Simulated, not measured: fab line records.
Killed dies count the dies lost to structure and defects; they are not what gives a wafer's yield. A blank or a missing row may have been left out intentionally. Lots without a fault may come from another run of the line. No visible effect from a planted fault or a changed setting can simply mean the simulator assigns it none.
Which tool was responsible? | flow n5 finfet | 24 lots, 72 wafers sampled, at 5 steps of a route of 1938

## WHAT EACH GAUGE READ, for each wafer
N5_FIN_SAQP_THK_MEAS_05.
lot  | measured    | on            | thk nm (nm)
L074 | day 1 21:38 | film metro-02 | 37.9 37.9 38.1
L075 | day 2 02:43 | film metro-02 | 38.1 38.4 38.8
L076 | day 2 09:30 | film metro-01 | 37.8 38.9 39.5
L077 | day 2 15:39 | film metro-02 | 37.5 38.5 38.1
L078 | day 2 21:45 | film metro-02 | 37.4 37.8 38.3
L079 | day 3 03:01 | film metro-01 | 37.9 38.0 38.5
L080 | day 3 09:22 | film metro-01 | 38.1 38.9 38.7
L081 | day 3 15:43 | film metro-02 | 38.1 38.4 38.5
L082 | day 3 21:40 | film metro-02 | 37.2 36.9 37.5
L083 | day 4 03:36 | film metro-02 | 37.3 37.4 38.1
L084 | day 4 09:21 | film metro-02 | 38.0 38.4 38.4
L085 | day 4 16:35 | film metro-01 | 37.8 38.0 38.3
L086 | day 4 21:29 | film metro-01 | 37.7 38.8 38.8
L087 | day 5 03:29 | film metro-02 | 37.9 38.0 38.6
L088 | day 5 08:58 | film metro-01 | 38.3 37.8 38.5
L089 | day 5 16:32 | film metro-02 | 37.8 38.1 38.3
L090 | day 5 22:03 | film metro-01 | 37.6 38.3 38.2
L091 | day 6 02:21 | film metro-01 | 38.0 38.4 38.1
L092 | day 6 09:34 | film metro-01 | 37.9 38.0 37.8
L093 | day 6 15:17 | film metro-01 | 37.9 37.6 38.8
L094 | day 6 21:11 | film metro-02 | 37.8 38.2 38.4
L095 | day 7 03:21 | film metro-02 | 37.8 38.3 38.2
L096 | day 7 10:56 | film metro-02 | 37.4 37.3 37.6
L097 | day 7 15:15 | film metro-01 | 38.3 38.6 38.1

N5_FIN_SAQP_CD_MEAS_16: target cd 35.6 nm.
lot  | measured    | on        | cd nm (nm)
L074 | day 1 22:20 | cd sem-02 | 35.2 35.9 35.7
L075 | day 2 03:24 | cd sem-02 | 35.3 35.8 35.5
L076 | day 2 10:04 | cd sem-02 | 35.3 35.4 35.3
L077 | day 2 16:21 | cd sem-02 | 35.6 35.2 35.4
L078 | day 2 22:26 | cd sem-01 | 35.0 35.0 35.4
L079 | day 3 03:35 | cd sem-02 | 35.7 35.4 35.9
L080 | day 3 10:04 | cd sem-01 | 35.7 34.9 35.3
L081 | day 3 16:17 | cd sem-03 | 35.7 35.5 35.5
L082 | day 3 22:14 | cd sem-03 | 35.5 35.2 35.7
L083 | day 4 04:10 | cd sem-02 | 35.2 35.3 35.3
L084 | day 4 09:56 | cd sem-01 | 35.5 35.6 35.6
L085 | day 4 17:10 | cd sem-01 | 35.4 35.7 35.1
L086 | day 4 22:11 | cd sem-01 | 35.5 35.7 36.1
L087 | day 5 04:11 | cd sem-01 | 36.0 35.2 35.0
L088 | day 5 09:40 | cd sem-01 | 35.4 35.5 35.5
L089 | day 5 17:14 | cd sem-02 | 35.9 35.7 35.2
L090 | day 5 22:38 | cd sem-01 | 36.4 35.8 35.9
L091 | day 6 03:04 | cd sem-01 | 35.2 35.3 35.5
L092 | day 6 10:16 | cd sem-02 | 35.1 36.0 35.4
L093 | day 6 15:52 | cd sem-01 | 35.3 35.0 35.1
L094 | day 6 21:53 | cd sem-03 | 35.5 35.5 35.2
L095 | day 7 03:56 | cd sem-03 | 35.6 35.5 35.5
L096 | day 7 11:38 | cd sem-02 | 35.6 35.4 35.5
L097 | day 7 15:57 | cd sem-01 | 36.2 36.2 35.7

## WHICH TOOL RAN EACH LOT (tool, then ch and the chambers of the sampled wafers, then the start)
lot  | N5_PMOS_HMC_CHANNEL_EPI_EPI_26 | N5_FIN_SAQP_PECVD_48           | N5_FIN_SAQP_HM_DEP_72
L074 | epi rpcvd-04 ch 0, day 1 19:58 | pecvd-01 ch 0,1,2, day 1 21:43 | pecvd-02 ch 0,2, day 1 21:53
L075 | epi rpcvd-02 ch 0, day 2 01:40 | pecvd-04 ch 0,2, day 2 02:47   | pecvd-01 ch 0,1, day 2 02:57
L076 | epi rpcvd-02 ch 0, day 2 08:09 | pecvd-01 ch 1,2, day 2 09:34   | pecvd-04 ch 0,1,2, day 2 09:44
L077 | epi rpcvd-04 ch 0, day 2 14:37 | pecvd-01 ch 0,1, day 2 15:44   | pecvd-04 ch 0,2, day 2 15:54
L078 | epi rpcvd-01 ch 0, day 2 20:47 | pecvd-04 ch 0,1, day 2 21:49   | pecvd-01 ch 0,1,2, day 2 21:59
L079 | epi rpcvd-04 ch 0, day 3 01:58 | pecvd-02 ch 1,2, day 3 03:06   | pecvd-04 ch 0,1,2, day 3 03:16
L080 | epi rpcvd-04 ch 0, day 3 08:19 | pecvd-02 ch 0,1,2, day 3 09:27 | pecvd-01 ch 0,2, day 3 09:37
L081 | epi rpcvd-01 ch 0, day 3 14:41 | pecvd-04 ch 0,1,2, day 3 15:48 | pecvd-01 ch 0,2, day 3 15:58
L082 | epi rpcvd-04 ch 0, day 3 20:15 | pecvd-02 ch 0,2, day 3 21:44   | pecvd-04 ch 1,2, day 3 21:55
L083 | epi rpcvd-01 ch 0, day 4 02:18 | pecvd-02 ch 0,1, day 4 03:41   | pecvd-01 ch 0,1,2, day 4 03:50
L084 | epi rpcvd-04 ch 0, day 4 08:29 | pecvd-02 ch 0,1,2, day 4 09:28 | pecvd-01 ch 0,1,2, day 4 09:38
L085 | epi rpcvd-01 ch 0, day 4 14:33 | pecvd-01 ch 0,1,2, day 4 16:41 | pecvd-02 ch 0,1,2, day 4 16:51
L086 | epi rpcvd-04 ch 0, day 4 20:14 | pecvd-02 ch 0,1,2, day 4 21:34 | pecvd-04 ch 0,1,2, day 4 21:44
L087 | epi rpcvd-02 ch 0, day 5 02:10 | pecvd-04 ch 0,2, day 5 03:34   | pecvd-01 ch 1,2, day 5 03:44
L088 | epi rpcvd-04 ch 0, day 5 07:46 | pecvd-02 ch 0,1, day 5 09:02   | pecvd-04 ch 1,2, day 5 09:13
L089 | epi rpcvd-04 ch 0, day 5 15:18 | pecvd-01 ch 0,1,2, day 5 16:37 | pecvd-01 ch 0,1, day 5 16:47
L090 | epi rpcvd-04 ch 0, day 5 21:01 | pecvd-04 ch 0,1,2, day 5 22:08 | pecvd-02 ch 1,2, day 5 22:17
L091 | epi rpcvd-02 ch 0, day 6 01:24 | pecvd-04 ch 0,1, day 6 02:25   | pecvd-02 ch 2, day 6 02:35
L092 | epi rpcvd-01 ch 0, day 6 08:26 | pecvd-01 ch 0,1,2, day 6 09:39 | pecvd-01 ch 0,1, day 6 09:49
L093 | epi rpcvd-04 ch 0, day 6 13:52 | pecvd-04 ch 0,1,2, day 6 15:22 | pecvd-02 ch 0,2, day 6 15:32
L094 | epi rpcvd-01 ch 0, day 6 20:07 | pecvd-02 ch 1,2, day 6 21:16   | pecvd-01 ch 0,2, day 6 21:26
L095 | epi rpcvd-04 ch 0, day 7 02:15 | pecvd-01 ch 1,2, day 7 03:25   | pecvd-02 ch 0,1, day 7 03:36
L096 | epi rpcvd-01 ch 0, day 7 07:53 | pecvd-01 ch 0,1,2, day 7 11:01 | pecvd-04 ch 0,1, day 7 11:11
L097 | epi rpcvd-04 ch 0, day 7 14:11 | pecvd-01 ch 0,1,2, day 7 15:21 | pecvd-02 ch 0,1,2, day 7 15:31
- N5_PMOS_HMC_CHANNEL_EPI_EPI_26: deposits Si from SiH4/H2, target thk 3.8 nm, time 22.7 s.
- N5_FIN_SAQP_PECVD_48: deposits SiNx from SiH4/NH3/N2, target thk 25 nm, time 22.1 s.
- N5_FIN_SAQP_HM_DEP_72: deposits SiO2 from SiH4/N2O, target thk 12 nm, time 7.2 s.

## WHAT THE TOOLS THEMSELVES READ (means of the sampled wafers that have a number; where no wafer has one, the mark that the record gives instead)
N5_PMOS_HMC_CHANNEL_EPI_EPI_26.
lot  | tool         | throttle valve pct (%)
L074 | epi rpcvd-04 | 11.7
L075 | epi rpcvd-02 | 11.2
L076 | epi rpcvd-02 | 11.1
L077 | epi rpcvd-04 | 11.4
L078 | epi rpcvd-01 | 10.7
L079 | epi rpcvd-04 | 11.4
L080 | epi rpcvd-04 | 11.5
L081 | epi rpcvd-01 | 10.8
L082 | epi rpcvd-04 | 11.6
L083 | epi rpcvd-01 | 10.9
L084 | epi rpcvd-04 | 11.6
L085 | epi rpcvd-01 | 10.7
L086 | epi rpcvd-04 | 11.5
L087 | epi rpcvd-02 | 11.3
L088 | epi rpcvd-04 | 11.5
L089 | epi rpcvd-04 | 11.5
L090 | epi rpcvd-04 | 11.5
L091 | epi rpcvd-02 | 11.2
L092 | epi rpcvd-01 | 10.8
L093 | epi rpcvd-04 | 11.5
L094 | epi rpcvd-01 | 10.9
L095 | epi rpcvd-04 | 11.3
L096 | epi rpcvd-01 | 10.8
L097 | epi rpcvd-04 | 11.5

N5_FIN_SAQP_PECVD_48.
lot  | tool     | heater power w (W) | showerhead plenum p Torr (Torr) | throttle valve pct (%)
L074 | pecvd-01 | 705                | 5.05                            | 40.3
L075 | pecvd-04 | 795                | 5.07                            | 38.4
L076 | pecvd-01 | 815                | 5.07                            | 37.8
L077 | pecvd-01 | 798                | 5.03                            | 40.0
L078 | pecvd-04 | 741                | 5.16                            | 38.3
L079 | pecvd-02 | 676                | 5.16                            | 38.7
L080 | pecvd-02 | 725                | 5.16                            | 40.4
L081 | pecvd-04 | 745                | 5.10                            | 38.8
L082 | pecvd-02 | 750                | 5.17                            | 38.6
L083 | pecvd-02 | 747                | 5.16                            | 42.1
L084 | pecvd-02 | 782                | 5.15                            | 40.6
L085 | pecvd-01 | 767                | 5.06                            | 40.5
L086 | pecvd-02 | 724                | 5.16                            | 40.5
L087 | pecvd-04 | 770                | 5.06                            | 38.4
L088 | pecvd-02 | 701                | 5.17                            | 42.3
L089 | pecvd-01 | 802                | 5.06                            | 40.6
L090 | pecvd-04 | 764                | 5.10                            | 38.7
L091 | pecvd-04 | 736                | 5.17                            | 38.3
L092 | pecvd-01 | 775                | 5.07                            | 40.6
L093 | pecvd-04 | 733                | 5.11                            | 38.8
L094 | pecvd-02 | 666                | 5.14                            | 40.6
L095 | pecvd-01 | 783                | 5.09                            | 38.5
L096 | pecvd-01 | 770                | 5.06                            | 40.7
L097 | pecvd-01 | 708                | 5.06                            | 40.7

N5_FIN_SAQP_HM_DEP_72.
lot  | tool     | heater power w (W) | showerhead plenum p Torr (Torr)
L074 | pecvd-02 | 717                | 8.22
L075 | pecvd-01 | 744                | 7.93
L076 | pecvd-04 | 754                | 8.08
L077 | pecvd-04 | 830                | 7.95
L078 | pecvd-01 | 795                | 7.98
L079 | pecvd-04 | 765                | 8.08
L080 | pecvd-01 | 828                | 8.03
L081 | pecvd-01 | 756                | 8.04
L082 | pecvd-04 | 717                | 8.03
L083 | pecvd-01 | 755                | 7.98
L084 | pecvd-01 | 716                | 7.98
L085 | pecvd-02 | 706                | 8.18
L086 | pecvd-04 | 810                | 8.08
L087 | pecvd-01 | 817                | 8.06
L088 | pecvd-04 | 666                | 8.17
L089 | pecvd-01 | 750                | 7.90
L090 | pecvd-02 | 726                | 8.14
L091 | pecvd-02 | 723                | 8.19
L092 | pecvd-01 | 726                | 7.91
L093 | pecvd-02 | 769                | 8.22
L094 | pecvd-01 | 823                | 8.03
L095 | pecvd-02 | 705                | 8.15
L096 | pecvd-04 | 766                | 8.12
L097 | pecvd-02 | 703                | 8.17

## THE ANSWER, worked out from the rows above alone
Rule: the usual values come from the lots themselves. Put in order of their means at a reading, lots are off if they are a third of the lots or fewer, leave a main group of 4 or more, and stand apart from it by a gap of 3 or more times the standard deviation of the main group's means; of several such gaps the widest counts. The tables above print the reading to a certain number of digits; a main group whose means all agree to those digits is not used. Also off: a lot with no number at a reading for which 4 or more lots have one. Where the step has rows for the other lots, those lots are counted as sound. The gauges are gone through in route order, then the tools' own readings, and for those a lot's mean is taken as printed above. At the first step where some lot is off, the reading lying furthest off is the one used; lots without a number count as furthest.
None of the lots is off at any reading shown; this tells nothing.

## WHAT THE SIMULATOR PUT IN
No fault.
